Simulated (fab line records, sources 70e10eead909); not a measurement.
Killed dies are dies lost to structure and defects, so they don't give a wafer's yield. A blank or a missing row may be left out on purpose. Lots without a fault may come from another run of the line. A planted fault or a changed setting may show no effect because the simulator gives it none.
fab line records | flow nand_harc | part 1 of 2: steps 1 to 35 of 48
record lots=5 wafers=15 last_day=32
route steps=1302 shown P_STI@92 P_GATE@110
lots that met no fault: from a run of the same line without faults
start_h: hours from the record's first day to the start of the lot's first wafer shown | wait_h: hours since the lot's step before | " the same as in the row above | L1.1+2: a row that stands for several wafers | - no value, or no start given | * or withheld: withheld | < > ~ a bound
route shown NAME@n: a module of which the file shows steps, and the number in the route of the first | usual: mean/standard deviation of fault-free wafers | same: alike in all rows | chamber/n: place in a boat | sites: the reading at each site | _std_site: their standard deviation | _edge_site: outer sites' mean less inner sites' | radius_mm: how far each site lies from the wafer's centre | mask NAME#n: copy n | behind: the tool/chamber that last shaped the wafer | hold: why the lot was held/for how many hours/how that ended | device: the transistor (n, p or np) that didn't switch | end of line: the same wafers' tests at the end of the route | a step without rows: its recipe alone | killed: dies lost to structure and defects at the first sort, not the wafer's yield | map: a wafer's dies, x killed, . not, _ none there
set.NAME: the setting as run; set.NAME@STEP: as run at that earlier step | model.NAME: the simulator's own value behind a step, which no gauge read
lots at some steps of the route; a table a step, a row a wafer
services: from which hour (start_h, from the record's first day; less than 0 if before it) a tool's chamber was out of use, for how many hours, and why
## steps
# step NHARC_P_STI_OCD_MEAS_17
# usual trench_depth_nm=300/5.4 trench_foot_cd_nm=156.8/1.9
# columns lot.wafer tool chamber start_h wait_h trench_depth_nm trench_foot_cd_nm
L074.1 ocd-02 - 48.66 0.1 296 159.0
L074.2 " - " " 291 162.2
L074.3 " - " " 299 156.7
L076.2 ocd-01 - 65.29 0.1 296 157.0
L076.3 " - " " 300 155.9
L076.6 " - " " 295 157.0
L088.1 ocd-01 - 183.53 0.1 288 157.0
L088.3 " - " " 294 160.1
L088.6 " - " " 290 160.0
L089.1 ocd-02 - 195.78 0.1 306 156.6
L089.3 " - " " 315 155.7
L089.5 " - " " 311 156.3
L095.1 ocd-01 - 253.70 0.1 304 153.7
L095.3 " - " " 300 153.9
L095.4 " - " " 306 154.0
# step NHARC_P_STI_STRIP_19
# recipe time_s=900 temp_c=130 chemistry=SPM
# columns lot.wafer tool chamber start_h wait_h
L074.1+2+3 wet_bench-09 1,2,5 48.72 0.1
L076.6+2+3 wet_bench-02 6,7,0 65.35 0.0
L088.1+3+6 wet_bench-04 1,2,4 183.60 0.1
L089.1+5+3 wet_bench-09 6,0,1 195.83 0.1
L095.4+1+3 wet_bench-09 7,0,2 253.77 0.1
# step NHARC_P_STI_PRECLEAN_32
# recipe time_s=* temp_c=50 bath_age_min=0 chemistry=SC1
# columns lot.wafer tool chamber start_h wait_h
L074.1+2+3 wet_bench-09 1,2,5 - -
L076.6+2+3 wet_bench-02 6,7,0 - -
L088.1+3+6 wet_bench-04 1,2,4 - -
L089.1+5+3 wet_bench-09 6,0,1 - -
L095.4+1+3 wet_bench-09 7,0,2 - -
# step NHARC_P_STI_SRD_23
# columns lot.wafer tool chamber start_h wait_h
L074.1+2+3 wet_bench-09 1,2,5 - -
L076.6+2+3 wet_bench-02 6,7,0 - -
L088.1+3+6 wet_bench-04 1,2,4 - -
L089.1+5+3 wet_bench-09 6,0,1 - -
L095.4+1+3 wet_bench-09 7,0,2 - -
# step NHARC_P_STI_OCD_MEAS_43
# usual trench_depth_nm=300/5.4 trench_foot_cd_nm=156.8/1.8
# columns lot.wafer tool chamber start_h wait_h trench_depth_nm trench_foot_cd_nm
L074.1 ocd-01 - 49.16 - 296 158.3
L074.2 " - " " 291 162.2
L074.3 " - " " 299 156.7
L076.2 ocd-02 - 65.80 - 295 156.8
L076.3 " - " " 300 156.2
L076.6 " - " " 294 157.1
L088.1 ocd-02 - 184.16 - 288 156.7
L088.3 " - " " 295 160.1
L088.6 " - " " 290 159.7
L089.1 ocd-01 - 196.28 - 306 156.7
L089.3 " - " " 314 156.1
L089.5 " - " " 312 156.4
L095.1 ocd-02 - 254.21 - 304 154.1
L095.3 " - " " 299 154.5
L095.4 " - " " 306 155.0
# step NHARC_P_STI_OXIDE_33
# recipe target_thk_a=100 temp_c=1000 ox_time_s=281 material=SiO2
# usual zone_power_centre_pct=25.9/1.9 zone_power_top_pct=41.3/1.3
# columns lot.wafer tool chamber start_h wait_h zone_power_centre_pct zone_power_top_pct
L074.1 furnace-08 0 55.08 5.9 24.9 42.2
L074.2 " 0 " " 25.6 41.3
L074.3 " 0 " " 25.6 41.2
L076.2 furnace-08 0 68.79 3.0 25.2 41.4
L076.3 " 0 " " 25.3 41.4
L076.6 " 0 " " 25.2 42.2
L088.1 furnace-02 0 187.85 3.7 22.8 39.6
L088.3 " 0 " " 23.0 39.3
L088.6 " 0 " " 23.5 39.5
L089.1 furnace-01 0 199.54 3.3 27.9 42.5
L089.3 " 0 " " 27.4 42.1
L089.5 " 0 " " 27.1 42.2
L095.1 furnace-01 0 257.65 3.4 27.6 42.1
L095.3 " 0 " " 28.2 42.4
L095.4 " 0 " " 27.8 41.8
# step NHARC_P_STI_HDPCVD_20
# recipe target_thk_a=withheld sigma_open_frac=withheld material=SiO2
# columns lot.wafer tool chamber start_h wait_h
L074.2+1+3 hdpcvd-01 1,0,0 59.85 0.4
L076.2+3+6 hdpcvd-01 1,1,0 73.49 0.5
L088.1+3+6 hdpcvd-01 1,1,0 198.08 5.9
L089.1+3+5 hdpcvd-01 0,1,1 204.15 0.4
L095.1+4+3 hdpcvd-01 1,1,0 262.33 0.4
# step NHARC_P_STI_ANNEAL_34
# recipe temp_c=1000 time_s=1800
# usual zone_power_centre_pct=25.2/1.9 zone_power_top_pct=40.9/1.4
# columns lot.wafer tool chamber start_h wait_h zone_power_centre_pct zone_power_top_pct
L074.1 furnace-02 0 65.29 5.3 23.3 38.9
L074.2 " 0 " " 23.3 39.0
L074.3 " 0 " " 23.2 38.8
L076.2 furnace-01 0 74.61 1.0 27.0 42.2
L076.3 " 0 " " 27.2 42.5
L076.6 " 0 " " 27.3 42.0
L088.1 furnace-01 0 203.77 5.6 27.1 43.0
L088.3 " 0 " " 27.5 42.7
L088.6 " 0 " " 27.7 42.2
L089.1 furnace-02 0 212.64 8.4 23.4 39.2
L089.3 " 0 " " 23.0 38.6
L089.5 " 0 " " 23.2 39.7
L095.1 furnace-01 0 266.09 3.7 27.1 42.4
L095.3 " 0 " " 26.7 42.3
L095.4 " 0 " " 27.4 42.2
# step NHARC_P_STI_CMP_21
# recipe t_overpolish_s=20 target_thk_nm=380.67
# usual motor_current_A=12.5/1.8 overpolish_run_s=20.000/0.0084 slurry_filter_dp_kPa=13.51/0.15
# columns lot.wafer tool chamber start_h wait_h motor_current_A overpolish_run_s slurry_filter_dp_kPa
L074.3 cmp-03 0 70.18 0.4 16.0 20.001 13.52
L074.1 " 2 " " 12.0 19.995 13.88
L074.2 " 3 " " 11.2 19.997 13.44
L076.3 cmp-03 1 79.44 0.4 10.7 20.002 13.49
L076.2 " 0 " " 16.0 19.984 13.59
L076.6 " 1 " " 11.1 20.003 13.56
L088.1 cmp-03 3 208.73 0.4 11.3 19.998 13.61
L088.3 " 1 " " 11.0 20.006 13.55
L088.6 " 3 " " 11.0 20.002 13.29
L089.1 cmp-02 0 217.56 0.4 13.4 19.994 13.47
L089.3 " 2 " " 11.3 19.997 13.21
L089.5 " 0 " " 12.7 20.017 13.42
L095.4 cmp-01 3 271.02 0.4 12.5 19.992 13.80
L095.3 " 0 " " 13.6 19.996 13.66
L095.1 " 1 " " 10.7 19.995 13.49
# step NHARC_P_STI_SRD_35
# columns lot.wafer tool chamber start_h wait_h
L074.2+3+1 wet_bench-04 6,7,1 70.49 0.0
L076.2+6+3 wet_bench-02 3,5,7 79.75 0.0
L088.3+6+1 wet_bench-02 6,0,1 209.00 0.0
L089.5+3+1 wet_bench-02 7,0,1 217.84 0.0
L095.4+1+3 wet_bench-09 5,0,1 271.30 0.0
# step NHARC_P_STI_ETCH_36
# recipe target_depth_a=388 chemistry=dHF material=SiO2
# columns lot.wafer tool chamber start_h wait_h
L074.2+3+1 wet_bench-04 6,7,1 70.51 0.0
L076.2+6+3 wet_bench-02 3,5,7 79.77 0.0
L088.3+6+1 wet_bench-02 6,0,1 209.03 0.0
L089.5+3+1 wet_bench-02 7,0,1 217.86 0.0
L095.4+1+3 wet_bench-09 5,0,1 271.32 0.0
# step NHARC_P_STI_STRIP_24
# recipe temp_c=160 chemistry=H3PO4 material=Si3N4
# columns lot.wafer tool chamber start_h wait_h
L074.2+3+1 wet_bench-04 6,7,1 70.52 0.0
L076.2+6+3 wet_bench-02 3,5,7 79.79 0.0
L088.3+6+1 wet_bench-02 6,0,1 209.04 0.0
L089.5+3+1 wet_bench-02 7,0,1 217.87 0.0
L095.4+1+3 wet_bench-09 5,0,1 271.33 0.0
# step NHARC_P_STI_ETCH_37
# recipe target_depth_a=110 chemistry=dHF material=SiO2
# columns lot.wafer tool chamber start_h wait_h
L074.2+3+1 wet_bench-04 6,7,1 - -
L076.2+6+3 wet_bench-02 3,5,7 - -
L088.3+6+1 wet_bench-02 6,0,1 - -
L089.5+3+1 wet_bench-02 7,0,1 - -
L095.4+1+3 wet_bench-09 5,0,1 - -
# step NHARC_P_STI_PRECLEAN_38
# recipe time_s=* temp_c=50 bath_age_min=0 chemistry=SC1
# columns lot.wafer tool chamber start_h wait_h
L074.2+3+1 wet_bench-04 6,7,1 - -
L076.2+6+3 wet_bench-02 3,5,7 - -
L088.3+6+1 wet_bench-02 6,0,1 - -
L089.5+3+1 wet_bench-02 7,0,1 - -
L095.4+1+3 wet_bench-09 5,0,1 - -
# step NHARC_P_STI_SRD_39
# columns lot.wafer tool chamber start_h wait_h
L074.2+3+1 wet_bench-04 6,7,1 - -
L076.2+6+3 wet_bench-02 3,5,7 - -
L088.3+6+1 wet_bench-02 6,0,1 - -
L089.5+3+1 wet_bench-02 7,0,1 - -
L095.4+1+3 wet_bench-09 5,0,1 - -
# step NHARC_P_STI_OXIDE_40
# recipe target_thk_a=100 temp_c=900 ox_time_s=1362 material=SiO2
# usual zone_power_centre_pct=19.9/1.1 zone_power_top_pct=34.4/0.98
# columns lot.wafer tool chamber start_h wait_h zone_power_centre_pct zone_power_top_pct
L074.1 furnace-08 0 76.73 - 20.0 35.0
L074.2 " 0 " " 20.0 34.6
L074.3 " 0 " " 20.0 34.9
L076.2 furnace-02 0 83.84 - 18.5 32.8
L076.3 " 0 " " 18.3 33.1
L076.6 " 0 " " 18.3 32.9
L088.1 furnace-08 0 217.25 - 20.1 34.6
L088.3 " 0 " " 20.3 34.6
L088.6 " 0 " " 19.9 35.3
L089.1 furnace-08 0 223.93 - 20.1 34.8
L089.3 " 0 " " 20.0 34.6
L089.5 " 0 " " 20.1 35.0
L095.1 furnace-08 0 274.92 - 20.0 35.1
L095.3 " 0 " " 19.8 35.0
L095.4 " 0 " " 19.9 34.8
# step NHARC_P_STI_INSPECT_25
# usual raw_defect_count=220/80
# columns lot.wafer tool chamber start_h wait_h raw_defect_count
L074.1 defect_inspect-02 - 80.72 0.4 186
L074.2 " - " " 206
L074.3 " - " " 227
L076.2 defect_inspect-01 - 87.82 0.4 167
L076.3 " - " " 225
L076.6 " - " " 180
L088.1 defect_inspect-02 - 221.32 0.4 214
L088.3 " - " " 265
L088.6 " - " " 207
L089.1 defect_inspect-02 - 227.99 0.4 258
L089.3 " - " " 248
L089.5 " - " " 193
L095.1 defect_inspect-02 - 278.92 0.4 153
L095.3 " - " " 143
L095.4 " - " " 158
# step NHARC_P_GATE_ETCH_69
# recipe target_depth_a=140 chemistry=dHF material=SiO2
# columns lot.wafer tool chamber start_h wait_h
L074.1+2+3 wet_bench-03 1,4,6 80.77 0.1
L076.6+2+3 wet_bench-03 6,1,2 87.87 0.0
L088.6+3+1 wet_bench-03 5,6,7 221.37 0.0
L089.1+5+3 wet_bench-03 0,3,5 228.05 0.1
L095.3+1+4 wet_bench-05 3,5,7 278.98 0.1
# step NHARC_P_GATE_PRECLEAN_70
# recipe time_s=* temp_c=50 bath_age_min=0 chemistry=SC1
# columns lot.wafer tool chamber start_h wait_h
L074.1+2+3 wet_bench-03 1,4,6 80.86 0.1
L076.6+2+3 wet_bench-03 6,1,2 87.97 0.1
L088.6+3+1 wet_bench-03 5,6,7 221.48 0.1
L089.1+5+3 wet_bench-03 0,3,5 228.15 0.1
L095.3+1+4 wet_bench-05 3,5,7 279.07 0.1
# step NHARC_P_GATE_SRD_01
# columns lot.wafer tool chamber start_h wait_h
L074.1+2+3 wet_bench-03 1,4,6 - -
L076.6+2+3 wet_bench-03 6,1,2 - -
L088.6+3+1 wet_bench-03 5,6,7 - -
L089.1+5+3 wet_bench-03 0,3,5 - -
L095.3+1+4 wet_bench-05 3,5,7 - -
# step NHARC_P_GATE_OXIDE_02
# recipe target_thk_a=375 temp_c=950 p_h2o_torr=720 ox_time_s=365 material=SiO2
# usual zone_power_centre_pct=23.1/2.6 zone_power_top_pct=39.2/2.8
# columns lot.wafer tool chamber start_h wait_h zone_power_centre_pct zone_power_top_pct
L074.1 furnace-03 0 84.44 - 18.3 33.6
L074.2 " 0 " " 18.7 34.3
L074.3 " 0 " " 18.4 34.2
L076.2 furnace-04 0 91.32 - 23.2 41.2
L076.3 " 0 " " 23.1 41.0
L076.6 " 0 " " 23.0 40.0
L088.1 furnace-04 0 224.83 - 22.7 40.7
L088.3 " 0 " " 22.6 40.0
L088.6 " 0 " " 23.1 40.6
L089.1 furnace-06 0 231.35 - 25.6 40.7
L089.3 " 0 " " 25.0 40.2
L089.5 " 0 " " 25.4 40.8
L095.1 furnace-04 0 284.38 - 23.2 40.9
L095.3 " 0 " " 23.1 40.2
L095.4 " 0 " " 23.3 41.7
# step NHARC_P_GATE_DEHYDRATE_03
# recipe temp_c=150 time_s=120
# usual plate_temp_C=150.03/0.15
# columns lot.wafer tool chamber start_h wait_h plate_temp_C
L074.1 litho_track-03 0 89.06 0.4 150.23
L074.2 " 0 " " 149.99
L074.3 " 0 " " 150.01
L076.2 litho_track-05 0 95.91 0.4 150.10
L076.3 " 0 " " 150.13
L076.6 " 0 " " 150.02
L088.1 litho_track-03 0 229.33 0.4 150.14
L088.3 " 0 " " 150.06
L088.6 " 0 " " 150.03
L089.1 litho_track-03 0 235.95 0.4 150.06
L089.3 " 0 " " 149.95
L089.5 " 0 " " 150.20
L095.1 litho_track-03 0 288.91 0.4 149.76
L095.3 " 0 " " 149.82
L095.4 " 0 " " 149.95
# step NHARC_P_GATE_HMDS_04
# recipe time_s=30
# columns lot.wafer tool chamber start_h wait_h
L074.1+2+3 litho_track-03 0 - -
L076.2+3+6 litho_track-05 0 - -
L088.1+3+6 litho_track-03 0 - -
L089.1+3+5 litho_track-03 0 - -
L095.1+3+4 litho_track-03 0 - -
# step NHARC_P_GATE_COAT_05
# recipe spin_rpm=4690
# columns lot.wafer tool chamber start_h wait_h
L074.1+2+3 litho_track-03 0 - -
L076.2+3+6 litho_track-05 0 - -
L088.1+3+6 litho_track-03 0 - -
L089.1+3+5 litho_track-03 0 - -
L095.1+3+4 litho_track-03 0 - -
# step NHARC_P_GATE_SOFTBAKE_06
# recipe temp_c=122 time_s=95
# usual plate_temp_C=121.98/0.14
# columns lot.wafer tool chamber start_h wait_h plate_temp_C
L074.1 litho_track-03 0 - - 121.88
L074.2 " 0 " " 121.90
L074.3 " 0 " " 121.82
L076.2 litho_track-05 0 - - 121.83
L076.3 " 0 " " 121.82
L076.6 " 0 " " 121.96
L088.1 litho_track-03 0 - - 122.04
L088.3 " 0 " " 121.96
L088.6 " 0 " " 121.95
L089.1 litho_track-03 0 - - 122.01
L089.3 " 0 " " 121.81
L089.5 " 0 " " 121.91
L095.1 litho_track-03 0 - - 122.01
L095.3 " 0 " " 121.82
L095.4 " 0 " " 122.38
# step NHARC_P_GATE_EBR_07
# columns lot.wafer tool chamber start_h wait_h
L074.1+2+3 litho_track-03 0 - -
L076.2+3+6 litho_track-05 0 - -
L088.1+3+6 litho_track-03 0 - -
L089.1+3+5 litho_track-03 0 - -
L095.1+3+4 litho_track-03 0 - -
# step NHARC_P_GATE_EXPOSE_08
# recipe na=0.6 dose_mj=16.75 mask_id=P_HV
# columns lot.wafer tool chamber start_h wait_h mask
L074.1+2+3 krf_scanner-02 0 89.33 - P_HV#0
L076.2+3+6 krf_scanner-04 0 96.19 - P_HV#0
L088.1+3+6 krf_scanner-02 0 229.60 - P_HV#0
L089.1+3+5 krf_scanner-04 0 236.37 - P_HV#0
L095.1+3+4 krf_scanner-02 0 289.18 - P_HV#0
# step NHARC_P_GATE_PEB_09
# recipe peb_temp_c=118 peb_time_s=85
# usual plate_temp_C=118.00/0.14
# columns lot.wafer tool chamber start_h wait_h plate_temp_C
L074.1 litho_track-05 0 89.39 0.1 117.78
L074.2 " 0 " " 118.02
L074.3 " 0 " " 117.80
L076.2 litho_track-03 0 96.25 0.1 118.11
L076.3 " 0 " " 117.97
L076.6 " 0 " " 118.21
L088.1 litho_track-05 0 229.67 0.1 117.81
L088.3 " 0 " " 118.05
L088.6 " 0 " " 117.87
L089.1 litho_track-02 0 236.44 0.1 117.71
L089.3 " 0 " " 117.87
L089.5 " 0 " " 117.62
L095.1 litho_track-02 0 289.24 0.1 118.07
L095.3 " 0 " " 118.09
L095.4 " 0 " " 118.23
# step NHARC_P_GATE_DEVELOP_10
# recipe time_s=70
# columns lot.wafer tool chamber start_h wait_h
L074.1+2+3 litho_track-05 0 - -
L076.2+3+6 litho_track-03 0 - -
L088.1+3+6 litho_track-05 0 - -
L089.1+3+5 litho_track-02 0 - -
L095.1+3+4 litho_track-02 0 - -
# step NHARC_P_GATE_CD_MEAS_11
# recipe target_cd_nm=1640 landing_energy_ev=500
# usual cd_nm=1640.0/1.6
# columns lot.wafer tool chamber start_h wait_h cd_nm
L074.1 cd_sem-02 0 89.48 - 1640.0
L074.2 " 0 " " 1642.0
L074.3 " 0 " " 1642.2
L076.2 cd_sem-03 0 96.34 - 1643.6
L076.3 " 0 " " 1639.8
L076.6 " 0 " " 1640.9
L088.1 cd_sem-03 0 229.76 - 1641.3
L088.3 " 0 " " 1641.1
L088.6 " 0 " " 1639.5
L089.1 cd_sem-03 0 236.53 - 1641.0
L089.3 " 0 " " 1641.7
L089.5 " 0 " " 1640.5
L095.1 cd_sem-01 0 289.33 - 1638.4
L095.3 " 0 " " 1637.7
L095.4 " 0 " " 1638.6
# step NHARC_P_GATE_HARDBAKE_12
# recipe temp_c=125 time_s=80
# usual plate_temp_C=124.97/0.11
# columns lot.wafer tool chamber start_h wait_h plate_temp_C
L074.1 litho_track-03 0 89.56 - 125.16
L074.2 " 0 " " 125.08
L074.3 " 0 " " 125.17
L076.2 litho_track-05 0 96.42 - 125.11
L076.3 " 0 " " 125.16
L076.6 " 0 " " 125.10
L088.1 litho_track-03 0 229.84 - 124.98
L088.3 " 0 " " 124.95
L088.6 " 0 " " 125.09
L089.1 litho_track-05 0 236.61 - 125.04
L089.3 " 0 " " 124.98
L089.5 " 0 " " 124.87
L095.1 litho_track-05 0 289.41 - 124.96
L095.3 " 0 " " 124.68
L095.4 " 0 " " 124.85
# step NHARC_P_GATE_DESCUM_13
# recipe time_s=3 o2_flow_sccm=200 ar_flow_sccm=0 bias_power_w=0 chemistry=O2
# usual drypump_motor_current_A=5.6/0.44 oes_product_au=1.000/0.0095 rf_vpp_V=57.9/0.9 showerhead_plenum_p_Torr=1.93/0.089 throttle_valve_pct=11.313/0.009
# columns lot.wafer tool chamber start_h wait_h drypump_motor_current_A oes_product_au rf_hours_counter_h rf_vpp_V showerhead_plenum_p_Torr throttle_valve_pct
L074.2 rie_diel-07 2 89.64 - 5.3 0.984 6.8 56.7 1.81 11.299
L074.3 " 3 " " 5.7 0.991 7.5 57.1 1.84 11.324
L074.1 " 1 " " 5.0 0.990 6.6 57.5 1.91 11.314
L076.2 rie_diel-11 1 96.50 - 5.4 1.019 0.8 58.9 2.06 11.313
L076.3 " 3 " " 5.4 0.996 0.5 58.6 1.91 11.323
L076.6 " 1 " " 5.4 1.018 - 57.8 2.06 11.309
L088.3 rie_diel-06 0 229.93 - 6.1 0.988 4.6 57.7 2.05 11.310
L088.1 " 2 " " 4.6 0.997 4.6 57.2 2.03 11.316
L088.6 " 0 " " 6.1 1.003 - 59.6 2.05 11.307
L089.3 rie_diel-06 0 236.71 - 6.1 0.998 5.1 56.7 2.04 11.315
L089.1 " 1 " " 5.7 0.991 3.3 57.8 1.84 11.305
L089.5 " 2 " " 4.6 1.014 - 59.0 2.03 11.305
L095.4 rie_diel-07 2 289.49 - 5.3 0.985 9.0 57.6 1.80 11.325
L095.1 " 0 " " 5.6 0.998 8.9 58.4 1.83 11.310
L095.3 " 1 " " 5.1 1.005 9.9 56.6 1.91 11.334
# step NHARC_P_GATE_ETCH_14
# recipe target_depth_a=488 chemistry=dHF material=SiO2
# columns lot.wafer tool chamber start_h wait_h
L074.1+2+3 wet_bench-01 7,0,2 89.79 0.1
L076.6+2+3 wet_bench-01 2,3,6 96.64 0.1
L088.1+3+6 wet_bench-03 3,7,0 230.06 0.1
L089.1+5+3 wet_bench-03 7,0,2 236.83 0.1
L095.1+4+3 wet_bench-05 0,1,3 289.64 0.1
# step NHARC_P_GATE_STRIP_15
# recipe time_s=780 temp_c=130 chemistry=SPM
# columns lot.wafer tool chamber start_h wait_h
L074.1+2+3 wet_bench-01 7,0,2 89.83 0.0
L076.6+2+3 wet_bench-01 2,3,6 96.68 0.0
L088.1+3+6 wet_bench-03 3,7,0 230.10 0.0
L089.1+5+3 wet_bench-03 7,0,2 236.86 0.0
L095.1+4+3 wet_bench-05 0,1,3 289.68 0.0
# step NHARC_P_GATE_PRECLEAN_71
# recipe time_s=* temp_c=50 bath_age_min=0 chemistry=SC1
# columns lot.wafer tool chamber start_h wait_h
L074.1+2+3 wet_bench-01 7,0,2 - -
L076.6+2+3 wet_bench-01 2,3,6 - -
L088.1+3+6 wet_bench-03 3,7,0 - -
L089.1+5+3 wet_bench-03 7,0,2 - -
L095.1+4+3 wet_bench-05 0,1,3 - -
